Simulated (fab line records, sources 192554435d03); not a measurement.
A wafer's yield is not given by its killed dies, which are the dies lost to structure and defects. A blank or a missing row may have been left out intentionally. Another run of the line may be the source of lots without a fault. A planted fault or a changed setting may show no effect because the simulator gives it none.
fab line records -- flow n5Finfet
record lots=7, wafers=39
route steps=1938 shown BEOL_M8@1332 BEOL_M9@1405 BEOL_M11@1536
startH: the number of hours between the record's first day and the start of the first shown wafer of the lot -- waitH: hours elapsed since this lot's preceding step -- " repeats the value in the row above -- L1.1+2: one row covering several wafers at once -- - either no value or no given start -- * or withheld: withheld -- < > ~ a bound
route shown NAME@n: NAME is a module with steps in the file, n the number in the route of the first one -- usual: mean and standard deviation over wafers with no fault -- same: alike in all rows -- chamber/n: place in a boat -- sites: readings site by site -- _std_site: the values' standard deviation -- _edge_site: mean of outer sites minus mean of inner sites -- radiusMm: how far each site lies from the wafer's centre -- mask NAME#n: copy n -- behind: the tool/chamber that last shaped the wafer -- hold: reason for holding the lot/hours on hold/outcome of the hold -- device: whichever transistor did not switch (one of n, p or np) -- end of line: tests of these same wafers at the route's end -- for a step that has no rows: nothing shown but its recipe -- killed: the dies lost at the first sort to structure and to defects; this is not the yield of the wafer -- map: a wafer's dies, marking killed ones x, the rest . and places with no die _
set.NAME: the setting the step ran with; set.NAME@STEP: the setting that earlier step ran with -- model.NAME: the simulator's own value behind a step, which no gauge read
one table per step and one row per wafer, for lots whose settings were changed on purpose
## steps
# step N5_BEOL_M8_ILD_DEP_00
# recipe material=SiCOH_lowk, targetThkA=1797.5, tempC=300, precursor=DEMS/porogen, pressureTorr=5, rfW=500, timeS=33.4
lot.wafer,tool,chamber,startH,waitH,set.timeS,model.SiCOH_lowk_of_BEOL_M8_ILD_DEP_00.thkNm
L075.1,pecvd-01,1,235.90,0.0,33.4,179.4
L075.2,pecvd-01,0,235.90,0.0,33.4,179.6
L075.3,pecvd-01,1,235.90,0.0,33.4,180.8
L075.4,pecvd-01,0,235.90,0.0,33.4,183
L075.5+6,pecvd-01,"1,0",235.90,0.0,33.4,182.6
L077.1,pecvd-03,2,245.43,0.0,33.4,175.4
L077.2,pecvd-03,0,245.43,0.0,33.4,178.6
L077.3,pecvd-03,1,245.43,0.0,33.4,176
L077.4,pecvd-03,0,245.43,0.0,33.4,181.2
L077.5,pecvd-03,2,245.43,0.0,33.4,178.8
L077.6,pecvd-03,1,245.43,0.0,33.4,180
L080.1,pecvd-03,2,265.97,0.0,48.5,256
L080.2,pecvd-03,1,265.97,0.0,48.5,254.6
L080.3,pecvd-03,0,265.97,0.0,33.4,179
L080.4,pecvd-03,2,265.97,0.0,33.4,181.4
L080.5,pecvd-03,1,265.97,0.0,48.5,258.8
L080.6,pecvd-03,0,265.97,0.0,33.4,181.8
L079.1,pecvd-01,0,268.98,0.0,33.4,177
L079.2,pecvd-01,2,268.98,0.0,33.4,178.2
L079.3,pecvd-01,1,268.98,0.0,33.4,180
L079.4,pecvd-01,0,268.98,0.0,33.4,183.6
L079.5,pecvd-01,2,268.98,0.0,33.4,182.4
L079.6,pecvd-01,1,268.98,0.0,33.4,181.6
L082.1,pecvd-04,2,279.10,0.0,33.4,177.2
L082.2,pecvd-04,1,279.10,0.0,33.4,179.8
L082.3,pecvd-04,0,279.10,0.0,33.4,181.8
L082.4,pecvd-04,2,279.10,0.0,33.4,180.8
L082.5,pecvd-04,0,279.10,0.0,33.4,184.4
L082.6,pecvd-04,1,279.10,0.0,33.4,184
L088.1,pecvd-01,1,320.69,0.0,40.19,211.6
L088.2,pecvd-01,2,320.69,0.0,40.19,214.2
L088.3,pecvd-01,0,320.69,0.0,33.4,179
L088.4,pecvd-01,1,320.69,0.0,40.19,216.6
L088.5,pecvd-01,2,320.69,0.0,33.4,182
L088.6,pecvd-01,0,320.69,0.0,33.4,180.6
L094.1,pecvd-01,2,358.07,0.0,33.4,181.4
L094.2,pecvd-01,0,358.07,0.0,33.4,178.4
L094.5,pecvd-01,2,358.07,0.0,33.4,183.4
# step N5_BEOL_M8_CURE_74
# recipe tempC=385, timeS=240, ambient=He/Ar, material=SiCOH_lowk
lot.wafer,tool,chamber,startH,waitH,set.timeS@BEOL_M8_ILD_DEP_00,model.SiCOH_lowk_of_BEOL_M8_ILD_DEP_00.thkNm
L075.1,uvCure-03,2,235.99,0.1,33.4,154.8
L075.2,uvCure-03,2,235.99,0.1,33.4,155
L075.3,uvCure-03,2,235.99,0.1,33.4,156
L075.4,uvCure-03,2,235.99,0.1,33.4,157.8
L075.5,uvCure-03,2,235.99,0.1,33.4,157.6
L075.6,uvCure-03,2,235.99,0.1,33.4,157.4
L077.1,uvCure-02,0,245.49,0.0,33.4,151.2
L077.2,uvCure-02,0,245.49,0.0,33.4,154
L077.3,uvCure-02,0,245.49,0.0,33.4,151.8
L077.4,uvCure-02,0,245.49,0.0,33.4,156.2
L077.5,uvCure-02,0,245.49,0.0,33.4,154.2
L077.6,uvCure-02,0,245.49,0.0,33.4,155.2
L080.1,uvCure-02,1,267.10,1.1,48.5,221.6
L080.2,uvCure-02,1,267.10,1.1,48.5,220.4
L080.3,uvCure-02,1,267.10,1.1,33.4,154.4
L080.4,uvCure-02,1,267.10,1.1,33.4,156.4
L080.5,uvCure-02,1,267.10,1.1,48.5,224.2
L080.6,uvCure-02,1,267.10,1.1,33.4,156.8
L079.1,uvCure-03,2,269.04,0.0,33.4,152.6
L079.2,uvCure-03,2,269.04,0.0,33.4,153.6
L079.3,uvCure-03,2,269.04,0.0,33.4,155.2
L079.4,uvCure-03,2,269.04,0.0,33.4,158.4
L079.5,uvCure-03,2,269.04,0.0,33.4,157.4
L079.6,uvCure-03,2,269.04,0.0,33.4,156.6
L082.1,uvCure-01,2,279.16,0.0,33.4,152.8
L082.2,uvCure-01,2,279.16,0.0,33.4,155
L082.3,uvCure-01,2,279.16,0.0,33.4,156.8
L082.4,uvCure-01,2,279.16,0.0,33.4,155.8
L082.5,uvCure-01,2,279.16,0.0,33.4,159
L082.6,uvCure-01,2,279.16,0.0,33.4,158.6
L088.1,uvCure-03,0,320.75,0.0,40.19,182.8
L088.2,uvCure-03,0,320.75,0.0,40.19,185
L088.3,uvCure-03,0,320.75,0.0,33.4,154.4
L088.4,uvCure-03,0,320.75,0.0,40.19,187
L088.5,uvCure-03,0,320.75,0.0,33.4,157
L088.6,uvCure-03,0,320.75,0.0,33.4,155.8
L094.1,uvCure-03,2,358.16,0.1,33.4,156.6
L094.2,uvCure-03,2,358.16,0.1,33.4,153.8
L094.5,uvCure-03,2,358.16,0.1,33.4,158.2
# step N5_BEOL_M8_THK_MEAS_01
# recipe reads=SiCOH_lowk_of_BEOL_M8_ILD_DEP_00
# usual M8_ILD_THK=155.7/1.9
lot.wafer,tool,chamber,startH,waitH,set.timeS@BEOL_M8_ILD_DEP_00,M8_ILD_THK[nm]
L075.1,filmMetro-01,-,236.50,0.4,33.4,154.7
L075.2,filmMetro-01,-,236.50,0.4,33.4,154.9
L075.3,filmMetro-01,-,236.50,0.4,33.4,155.9
L075.4,filmMetro-01,-,236.50,0.4,33.4,157.8
L075.5,filmMetro-01,-,236.50,0.4,33.4,157.6
L075.6,filmMetro-01,-,236.50,0.4,33.4,157.4
L077.1,filmMetro-02,-,246.01,0.4,33.4,151.4
L077.2,filmMetro-02,-,246.01,0.4,33.4,154.1
L077.3,filmMetro-02,-,246.01,0.4,33.4,151.7
L077.4,filmMetro-02,-,246.01,0.4,33.4,156.3
L077.5,filmMetro-02,-,246.01,0.4,33.4,154.2
L077.6,filmMetro-02,-,246.01,0.4,33.4,155.2
L080.1,filmMetro-02,-,267.62,0.4,48.5,221.6
L080.2,filmMetro-02,-,267.62,0.4,48.5,220.4
L080.3,filmMetro-02,-,267.62,0.4,33.4,154.4
L080.4,filmMetro-02,-,267.62,0.4,33.4,156.4
L080.5,filmMetro-02,-,267.62,0.4,48.5,224.0
L080.6,filmMetro-02,-,267.62,0.4,33.4,156.6
L079.1,filmMetro-01,-,270.03,0.8,33.4,152.5
L079.2,filmMetro-01,-,270.03,0.8,33.4,153.7
L079.3,filmMetro-01,-,270.03,0.8,33.4,155.2
L079.4,filmMetro-01,-,270.03,0.8,33.4,158.4
L079.5,filmMetro-01,-,270.03,0.8,33.4,157.2
L079.6,filmMetro-01,-,270.03,0.8,33.4,156.7
L082.1,filmMetro-02,-,279.67,0.4,33.4,152.8
L082.2,filmMetro-02,-,279.67,0.4,33.4,154.9
L082.3,filmMetro-02,-,279.67,0.4,33.4,156.9
L082.4,filmMetro-02,-,279.67,0.4,33.4,155.8
L082.5,filmMetro-02,-,279.67,0.4,33.4,158.9
L082.6,filmMetro-02,-,279.67,0.4,33.4,158.6
L088.1,filmMetro-01,-,321.26,0.4,40.19,182.9
L088.2,filmMetro-01,-,321.26,0.4,40.19,184.9
L088.3,filmMetro-01,-,321.26,0.4,33.4,154.3
L088.4,filmMetro-01,-,321.26,0.4,40.19,187.1
L088.5,filmMetro-01,-,321.26,0.4,33.4,157.2
L088.6,filmMetro-01,-,321.26,0.4,33.4,155.9
L094.1,filmMetro-02,-,358.68,0.4,33.4,156.5
L094.2,filmMetro-02,-,358.68,0.4,33.4,153.9
L094.5,filmMetro-02,-,358.68,0.4,33.4,158.0
# step N5_BEOL_M9_HM_DEP_02
# recipe material=TiN, targetThkA=200, tempC=25, chamberPressurePa=0.49996
lot.wafer,tool,chamber,startH,waitH,set.targetThkA,model.TiN_of_BEOL_M9_HM_DEP_02.thkNm
L075.1,pvdSputter-03,-,247.46,1.8,200,19.8
L075.2,pvdSputter-03,-,247.46,1.8,126.9,12.4
L075.3,pvdSputter-03,-,247.46,1.8,200,20.2
L075.4,pvdSputter-03,-,247.46,1.8,200,20
L075.5,pvdSputter-03,-,247.46,1.8,126.9,12.8
L075.6,pvdSputter-03,-,247.46,1.8,126.9,12.6
L077.1,pvdSputter-02,-,257.81,2.3,200,20
L077.2,pvdSputter-02,-,257.81,2.3,200,19.8
L077.3+4,pvdSputter-02,-,257.81,2.3,304.1,30.6
L077.5,pvdSputter-02,-,257.81,2.3,200,20.2
L077.6,pvdSputter-02,-,257.81,2.3,304.1,30.4
L080.1,pvdSputter-01,-,276.90,1.0,200,20.2
L080.2,pvdSputter-01,-,276.90,1.0,141.2,14.6
L080.3,pvdSputter-01,-,276.90,1.0,141.2,14.4
L080.4,pvdSputter-01,-,276.90,1.0,141.2,15
L080.5+6,pvdSputter-01,-,276.90,1.0,200,20.4
L079.1,pvdSputter-03,-,280.89,0.0,200,20
L079.2,pvdSputter-03,-,280.89,0.0,164.2,16.8
L079.3+5,pvdSputter-03,-,280.89,0.0,200,20.2
L079.4+6,pvdSputter-03,-,280.89,0.0,164.2,16.4
L082.1,pvdSputter-03,-,287.53,0.6,104.6,10.4
L082.2+5,pvdSputter-03,-,287.53,0.6,104.6,10.6
L082.3,pvdSputter-03,-,287.53,0.6,200,19.8
L082.4,pvdSputter-03,-,287.53,0.6,200,20.4
L082.6,pvdSputter-03,-,287.53,0.6,200,20.2
L088.1+4,pvdSputter-03,-,331.14,0.1,200,19.6
L088.2,pvdSputter-03,-,331.14,0.1,200,20
L088.3+5,pvdSputter-03,-,331.14,0.1,200,19.8
L088.6,pvdSputter-03,-,331.14,0.1,200,20.2
L094.1+2+5,pvdSputter-02,-,373.23,3.5,200,19.8
# step N5_BEOL_M9_COAT_59
# recipe resist=SOC, tempC=250, timeS=60, spinRpm=1500, resistThkNm=100
# step N5_BEOL_M9_COAT_60
# recipe resist=SiARC, tempC=220, timeS=60, spinRpm=1500, resistThkNm=30
# step N5_BEOL_M9_STRIP_68
# recipe chemistry=N2/H2, tempC=40, n2FlowSccm=200, h2FlowSccm=200, rfFrequencyHz=6e+07
# step N5_BEOL_M9_STRIP_67
# recipe chemistry=CF4, resist=SiARC, powerW=300, biasPowerW=75, pressureMtorr=50, cf4FlowSccm=150, rfFrequencyHz=6e+07
# step N5_BEOL_M9_HM_OPEN_17
# recipe chemistry=Cl2/BCl3, targetDepthA=200, overetchA=60, target=TiN, maskMaterial=SOC, ionEnergyEv=150, pressureMtorr=10, icpW=1000, biasW=126, Cl2_flow_sccm=53.25, bcl3FlowSccm=21.75, Ar_flow_sccm=25
lot.wafer,tool,chamber,startH,waitH,set.targetThkA@BEOL_M9_HM_DEP_02,model.etch.depthNm
L075.1,rieMetal-02,0,248.35,0.0,200,19.87
L075.2,rieMetal-02,1,248.35,0.0,126.9,12.46
L075.3,rieMetal-02,0,248.35,0.0,200,20.25
L075.4,rieMetal-02,1,248.35,0.0,200,20.05
L075.5,rieMetal-02,1,248.35,0.0,126.9,12.73
L075.6,rieMetal-02,0,248.35,0.0,126.9,12.59
L077.1,rieMetal-01,0,258.66,0.0,200,20
L077.2,rieMetal-01,1,258.66,0.0,200,19.7
L077.3,rieMetal-01,1,258.66,0.0,304.1,26.72
L077.4,rieMetal-01,0,258.66,0.0,304.1,25.88
L077.5,rieMetal-01,1,258.66,0.0,200,20.12
L077.6,rieMetal-01,0,258.66,0.0,304.1,25.79
L080.1,rieMetal-03,1,277.64,0.0,200,20.18
L080.2,rieMetal-03,0,277.64,0.0,141.2,14.51
L080.3,rieMetal-03,0,277.64,0.0,141.2,14.45
L080.4,rieMetal-03,1,277.64,0.0,141.2,14.91
L080.5,rieMetal-03,1,277.64,0.0,200,20.47
L080.6,rieMetal-03,0,277.64,0.0,200,20.32
L079.1,rieMetal-03,0,281.79,0.0,200,19.93
L079.2,rieMetal-03,1,281.79,0.0,164.2,16.8
L079.3,rieMetal-03,0,281.79,0.0,200,20.26
L079.4,rieMetal-03,1,281.79,0.0,164.2,16.44
L079.5,rieMetal-03,1,281.79,0.0,200,20.12
L079.6,rieMetal-03,0,281.79,0.0,164.2,16.31
L082.1,rieMetal-02,1,288.31,0.0,104.6,10.32
L082.2,rieMetal-02,1,288.31,0.0,104.6,10.55
L082.3,rieMetal-02,1,288.31,0.0,200,19.84
L082.4,rieMetal-02,1,288.31,0.0,200,20.33
L082.5,rieMetal-02,1,288.31,0.0,104.6,10.56
L082.6,rieMetal-02,1,288.31,0.0,200,20.27
L088.1,rieMetal-02,1,332.12,0.0,200,19.65
L088.2,rieMetal-02,0,332.12,0.0,200,19.98
L088.3,rieMetal-02,1,332.12,0.0,200,19.85
L088.4,rieMetal-02,0,332.12,0.0,200,19.68
L088.5,rieMetal-02,1,332.12,0.0,200,19.84
L088.6,rieMetal-02,0,332.12,0.0,200,20.27
L094.1,rieMetal-02,1,374.10,0.0,200,19.85
L094.2,rieMetal-02,0,374.10,0.0,200,19.76
L094.5,rieMetal-02,1,374.10,0.0,200,19.83
# step N5_BEOL_M9_STRIP_19
# recipe chemistry=O2, powerW=400, tempC=40, pressureMtorr=30, rfFrequencyHz=6e+07, biasPowerW=0, overashFraction=0.2, o2FlowSccm=225
# step N5_BEOL_M9_ETCH_41
# recipe chemistry=CH3F/O2, target=SiCN, targetDepthA=366, taperDeg=2, timeS=70.1, ionEnergyEv=120, maskMaterial=TiN, pressureMtorr=30, sourceW=395, biasW=75, Ar_flow_sccm=150, CH3F_flow_sccm=30, O2_flow_sccm=20
# step N5_BEOL_M9_STRIP_80
# recipe chemistry=N2/H2, timeS=10, powerW=450, tempC=40, pressureMtorr=20, rfFrequencyHz=6e+07, biasPowerW=7, n2FlowSccm=200, h2FlowSccm=200
# step N5_BEOL_M9_OCD_MEAS_38
# usual trenchDepthNm=151/3.1
lot.wafer,tool,chamber,startH,waitH,set.targetThkA@BEOL_M9_HM_DEP_02,trenchDepthNm
L075.1,ocd-02,-,251.79,-,200,156
L075.2,ocd-02,-,251.79,-,126.9,147
L075.3,ocd-02,-,251.79,-,200,150
L075.4,ocd-02,-,251.79,-,200,152
L075.5,ocd-02,-,251.79,-,126.9,149
L075.6,ocd-02,-,251.79,-,126.9,151
L077.1,ocd-01,-,260.04,-,200,150
L077.2,ocd-01,-,260.04,-,200,155
L077.3,ocd-01,-,260.04,-,304.1,16
L077.4,ocd-01,-,260.04,-,304.1,2
L077.5,ocd-01,-,260.04,-,200,152
L077.6,ocd-01,-,260.04,-,304.1,3
L080.1,ocd-02,-,280.24,-,200,150
L080.2,ocd-02,-,280.24,-,141.2,149
L080.3,ocd-02,-,280.24,-,141.2,154
L080.4,ocd-02,-,280.24,-,141.2,149
L080.5,ocd-02,-,280.24,-,200,153
L080.6,ocd-02,-,280.24,-,200,149
L079.1,ocd-02,-,283.26,-,200,150
L079.2,ocd-02,-,283.26,-,164.2,154
L079.3,ocd-02,-,283.26,-,200,149
L079.4,ocd-02,-,283.26,-,164.2,152
L079.5,ocd-02,-,283.26,-,200,148
L079.6,ocd-02,-,283.26,-,164.2,149
L082.1,ocd-02,-,291.19,-,104.6,150
L082.2,ocd-02,-,291.19,-,104.6,149
L082.3,ocd-02,-,291.19,-,200,146
L082.4,ocd-02,-,291.19,-,200,147
L082.5,ocd-02,-,291.19,-,104.6,151
L082.6,ocd-02,-,291.19,-,200,146
L088.1,ocd-01,-,333.45,-,200,147
L088.2,ocd-01,-,333.45,-,200,157
L088.3,ocd-01,-,333.45,-,200,153
L088.4,ocd-01,-,333.45,-,200,151
L088.5,ocd-01,-,333.45,-,200,147
L088.6,ocd-01,-,333.45,-,200,152
L094.1,ocd-01,-,378.50,-,200,155
L094.2,ocd-01,-,378.50,-,200,146
L094.5,ocd-01,-,378.50,-,200,151
# step N5_BEOL_M11_ILD_DEP_00
# recipe material=SiCOH_lowk, targetThkA=3085.1, tempC=300, precursor=DEMS/porogen, pressureTorr=5, rfW=500, timeS=58
lot.wafer,tool,chamber,startH,waitH,set.targetThkA,model.SiCOH_lowk_of_BEOL_M11_ILD_DEP_00.thkNm
L075.1,pecvd-02,2,264.16,0.0,3085.1,302
L075.2,pecvd-02,0,264.16,0.0,3771,368.8
L075.3,pecvd-02,1,264.16,0.0,3771,372.2
L075.4,pecvd-02,1,264.16,0.0,3085.1,311
L075.5,pecvd-02,0,264.16,0.0,3771,381.8
L075.6,pecvd-02,2,264.16,0.0,3085.1,308
L077.1,pecvd-03,2,270.35,0.0,3085.1,308.4
L077.2,pecvd-03,1,270.35,0.0,3085.1,303.2
L077.3,pecvd-03,0,270.35,0.0,3085.1,307.4
L077.4,pecvd-03,0,270.35,0.0,3085.1,310.2
L077.5,pecvd-03,2,270.35,0.0,3085.1,314.8
L077.6,pecvd-03,1,270.35,0.0,3085.1,302.8
L080.1,pecvd-04,2,289.30,0.0,2304,231.4
L080.2,pecvd-04,1,289.30,0.0,2304,228.4
L080.3,pecvd-04,0,289.30,0.0,3085.1,302.6
L080.4,pecvd-04,0,289.30,0.0,3085.1,307.4
L080.5,pecvd-04,2,289.30,0.0,3085.1,309.4
L080.6,pecvd-04,1,289.30,0.0,2304,233
L079.1,pecvd-03,1,294.13,0.0,3085.1,302.4
L079.2,pecvd-03,0,294.13,0.0,3085.1,308.4
L079.3,pecvd-03,2,294.13,0.0,3085.1,314.6
L079.4,pecvd-03,0,294.13,0.0,3085.1,309.4
L079.5,pecvd-03,2,294.13,0.0,3085.1,313.6
L079.6,pecvd-03,1,294.13,0.0,3085.1,310.8
L082.1,pecvd-04,1,302.61,0.0,3085.1,306.8
L082.2,pecvd-04,0,302.61,0.0,3085.1,308.6
L082.3,pecvd-04,0,302.61,0.0,3085.1,313.6
L082.4+6,pecvd-04,1,302.61,0.0,3085.1,312.2
L082.5,pecvd-04,0,302.61,0.0,3085.1,313.2
L088.1,pecvd-03,2,344.70,0.0,3085.1,310
L088.2,pecvd-03,0,344.70,0.0,3085.1,304.4
L088.3,pecvd-03,1,344.70,0.0,3085.1,299.6
L088.4,pecvd-03,2,344.70,0.0,3085.1,311
L088.5,pecvd-03,0,344.70,0.0,3085.1,309.2
L088.6,pecvd-03,1,344.70,0.0,3085.1,310.6
L094.1,pecvd-03,1,389.12,0.0,3085.1,303
L094.2,pecvd-03,2,389.12,0.0,3085.1,307.8
L094.5,pecvd-03,1,389.12,0.0,3085.1,306.6
# step N5_BEOL_M11_CURE_71
# recipe tempC=385, timeS=240, ambient=He/Ar, material=SiCOH_lowk
lot.wafer,tool,chamber,startH,waitH,set.targetThkA@BEOL_M11_ILD_DEP_00,model.SiCOH_lowk_of_BEOL_M11_ILD_DEP_00.thkNm
L075.1,uvCure-03,0,265.76,1.6,3085.1,262.2
L075.2,uvCure-03,0,265.76,1.6,3771,321.6
L075.3,uvCure-03,0,265.76,1.6,3771,324.4
L075.4,uvCure-03,0,265.76,1.6,3085.1,270.2
L075.5,uvCure-03,0,265.76,1.6,3771,333
L075.6,uvCure-03,0,265.76,1.6,3085.1,267.6
L077.1,uvCure-01,0,270.64,0.3,3085.1,268
L077.2,uvCure-01,0,270.64,0.3,3085.1,263.4
L077.3,uvCure-01,0,270.64,0.3,3085.1,267
L077.4,uvCure-01,0,270.64,0.3,3085.1,269.6
L077.5,uvCure-01,0,270.64,0.3,3085.1,273.6
L077.6,uvCure-01,0,270.64,0.3,3085.1,263
L080.1,uvCure-02,1,289.38,0.0,2304,200.2
L080.2,uvCure-02,1,289.38,0.0,2304,197.4
L080.3,uvCure-02,1,289.38,0.0,3085.1,262.8
L080.4,uvCure-02,1,289.38,0.0,3085.1,267
L080.5,uvCure-02,1,289.38,0.0,3085.1,268.8
L080.6,uvCure-02,1,289.38,0.0,2304,201.6
L079.1,uvCure-02,0,294.21,0.0,3085.1,262.6
L079.2,uvCure-02,0,294.21,0.0,3085.1,268
L079.3,uvCure-02,0,294.21,0.0,3085.1,273.4
L079.4,uvCure-02,0,294.21,0.0,3085.1,268.8
L079.5,uvCure-02,0,294.21,0.0,3085.1,272.6
L079.6,uvCure-02,0,294.21,0.0,3085.1,270
L082.1,uvCure-03,0,302.72,0.1,3085.1,266.6
L082.2,uvCure-03,0,302.72,0.1,3085.1,268
L082.3,uvCure-03,0,302.72,0.1,3085.1,272.6
L082.4+6,uvCure-03,0,302.72,0.1,3085.1,271.2
L082.5,uvCure-03,0,302.72,0.1,3085.1,272.2
L088.1,uvCure-03,2,344.93,0.2,3085.1,269.4
L088.2,uvCure-03,2,344.93,0.2,3085.1,264.4
L088.3,uvCure-03,2,344.93,0.2,3085.1,260.2
L088.4,uvCure-03,2,344.93,0.2,3085.1,270.2
L088.5,uvCure-03,2,344.93,0.2,3085.1,268.6
L088.6,uvCure-03,2,344.93,0.2,3085.1,269.8
L094.1,uvCure-03,0,389.23,0.1,3085.1,263.2
L094.2,uvCure-03,0,389.23,0.1,3085.1,267.4
L094.5,uvCure-03,0,389.23,0.1,3085.1,266.4
# step N5_BEOL_M11_THK_MEAS_01
# recipe reads=SiCOH_lowk_of_BEOL_M11_ILD_DEP_00
# usual M11_ILD_THK=268/3.5
lot.wafer,tool,chamber,startH,waitH,set.targetThkA@BEOL_M11_ILD_DEP_00,M11_ILD_THK[nm]
L075.1,filmMetro-02,-,267.71,1.6,3085.1,262
L075.2,filmMetro-02,-,267.71,1.6,3771,322
L075.3,filmMetro-02,-,267.71,1.6,3771,324
L075.4,filmMetro-02,-,267.71,1.6,3085.1,270
L075.5,filmMetro-02,-,267.71,1.6,3771,333
L075.6,filmMetro-02,-,267.71,1.6,3085.1,268
L077.1,filmMetro-01,-,271.16,0.4,3085.1,268
L077.2,filmMetro-01,-,271.16,0.4,3085.1,263
L077.3,filmMetro-01,-,271.16,0.4,3085.1,267
L077.4,filmMetro-01,-,271.16,0.4,3085.1,270
L077.5,filmMetro-01,-,271.16,0.4,3085.1,274
L077.6,filmMetro-01,-,271.16,0.4,3085.1,263
L080.1,filmMetro-01,-,289.89,0.4,2304,200
L080.2,filmMetro-01,-,289.89,0.4,2304,198
L080.3,filmMetro-01,-,289.89,0.4,3085.1,263
L080.4,filmMetro-01,-,289.89,0.4,3085.1,267
L080.5,filmMetro-01,-,289.89,0.4,3085.1,269
L080.6,filmMetro-01,-,289.89,0.4,2304,202
L079.1,filmMetro-02,-,294.72,0.4,3085.1,263
L079.2,filmMetro-02,-,294.72,0.4,3085.1,268
L079.3,filmMetro-02,-,294.72,0.4,3085.1,273
L079.4,filmMetro-02,-,294.72,0.4,3085.1,269
L079.5,filmMetro-02,-,294.72,0.4,3085.1,273
L079.6,filmMetro-02,-,294.72,0.4,3085.1,270
L082.1,filmMetro-01,-,303.71,0.8,3085.1,267
L082.2,filmMetro-01,-,303.71,0.8,3085.1,268
L082.3,filmMetro-01,-,303.71,0.8,3085.1,273
L082.4,filmMetro-01,-,303.71,0.8,3085.1,271
L082.5,filmMetro-01,-,303.71,0.8,3085.1,272
L082.6,filmMetro-01,-,303.71,0.8,3085.1,271
L088.1,filmMetro-02,-,345.44,0.4,3085.1,269
L088.2,filmMetro-02,-,345.44,0.4,3085.1,264
L088.3,filmMetro-02,-,345.44,0.4,3085.1,260
L088.4,filmMetro-02,-,345.44,0.4,3085.1,270
L088.5,filmMetro-02,-,345.44,0.4,3085.1,269
L088.6,filmMetro-02,-,345.44,0.4,3085.1,270
L094.1,filmMetro-01,-,389.74,0.4,3085.1,263
L094.2,filmMetro-01,-,389.74,0.4,3085.1,268
L094.5,filmMetro-01,-,389.74,0.4,3085.1,266
## key
split step=N5_BEOL_M8_ILD_DEP_00, setting=timeS, stated=33.4, by=wafer
response step=N5_BEOL_M8_ILD_DEP_00, reading=model.SiCOH_lowk_of_BEOL_M8_ILD_DEP_00.thkNm, change=+1.67, per=1%, r=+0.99
response step=N5_BEOL_M8_CURE_74, reading=model.SiCOH_lowk_of_BEOL_M8_ILD_DEP_00.thkNm, change=+1.46, per=1%, r=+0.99
response step=N5_BEOL_M8_THK_MEAS_01, reading=M8_ILD_THK, change=+1.46, per=1%, r=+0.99
split step=N5_BEOL_M9_HM_DEP_02, setting=targetThkA, stated=200, by=wafer
response step=N5_BEOL_M9_HM_DEP_02, reading=model.TiN_of_BEOL_M9_HM_DEP_02.thkNm, change=+0.201, per=1%, r=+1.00
response step=N5_BEOL_M9_HM_OPEN_17, reading=model.etch.depthNm, change=+0.172, per=1%, r=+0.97
response step=N5_BEOL_M9_OCD_MEAS_38, reading=trenchDepthNm, shape=bent, atLowest=150, atStated=150, atHighest=7
split step=N5_BEOL_M11_ILD_DEP_00, setting=targetThkA, stated=3085.1, by=wafer
response step=N5_BEOL_M11_ILD_DEP_00, reading=model.SiCOH_lowk_of_BEOL_M11_ILD_DEP_00.thkNm, change=+3, per=1%, r=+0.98
response step=N5_BEOL_M11_CURE_71, reading=model.SiCOH_lowk_of_BEOL_M11_ILD_DEP_00.thkNm, change=+2.65, per=1%, r=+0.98
response step=N5_BEOL_M11_THK_MEAS_01, reading=M11_ILD_THK, change=+2.65, per=1%, r=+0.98
